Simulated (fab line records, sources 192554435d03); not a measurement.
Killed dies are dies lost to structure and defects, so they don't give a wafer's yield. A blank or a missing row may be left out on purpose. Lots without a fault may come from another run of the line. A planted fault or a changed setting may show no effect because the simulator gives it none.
Chamber matching | flow n5_finfet | N5_SD_EPI_P_ETCH_16 on rie_diel-06: 4 sister chambers
The step etches SiO2 in CHF3/O2, target depth 5 nm. 8 wafers are shown with their chamber, then 8 later ones without.

WAFERS WITH THEIR CHAMBER
wafer  | chamber | showerhead_plenum_p_Torr (Torr) | drypump_motor_current_A (A)
L074.3 | 0       | 2.36                            | 5.2
L082.5 | 2       | 2.52                            | 5.6
L083.4 | 0       | 2.35                            | 5.1
L083.5 | 1       | 2.37                            | 6.5
L086.1 | 1       | 2.36                            | 6.5
L086.2 | 3       | 2.49                            | 5.6
L086.4 | 2       | 2.52                            | 5.6
L089.1 | 3       | 2.49                            | 5.6

WAFERS WITHOUT THEIR CHAMBER
wafer  | showerhead_plenum_p_Torr (Torr) | drypump_motor_current_A (A)
L089.3 | 2.52                            | 5.7
L089.4 | 2.36                            | 6.5
L092.4 | 2.36                            | 6.6
L092.5 | 2.36                            | 6.6
L092.6 | 2.35                            | 5.2
L095.1 | 2.49                            | 5.6
L095.3 | 2.36                            | 6.5
L095.5 | 2.51                            | 5.6

WHICH CHAMBER EACH WENT THROUGH
wafer  | from the rows above     | in truth
L089.3 | 2                       | 2
L089.4 | 1                       | 1
L092.4 | 1                       | 1
L092.5 | 1                       | 1
L092.6 | 0                       | 0
L095.1 | 3                       | 3
L095.3 | 1                       | 1
L095.5 | can't be placed: 2 or 3 | 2
Placed correctly: 7 of 8. Can't be placed from these rows: 1 (the true chamber is among the candidates in 1). Placed wrongly: 0.
How it was worked out, from the rows above alone: a wafer's distance from a chamber is the root of the sum, over the readings, of the square of ((its reading less the chamber's mean) divided by the reading's scatter). The wafer belongs to the nearest chamber; if the next one is less than 2 further off, it can't be placed. A chamber's mean is the mean of its shown wafers. The scatter: the root of (the sum of the squares of (reading less its chamber's mean) over the shown wafers, divided by (wafers less chambers)).
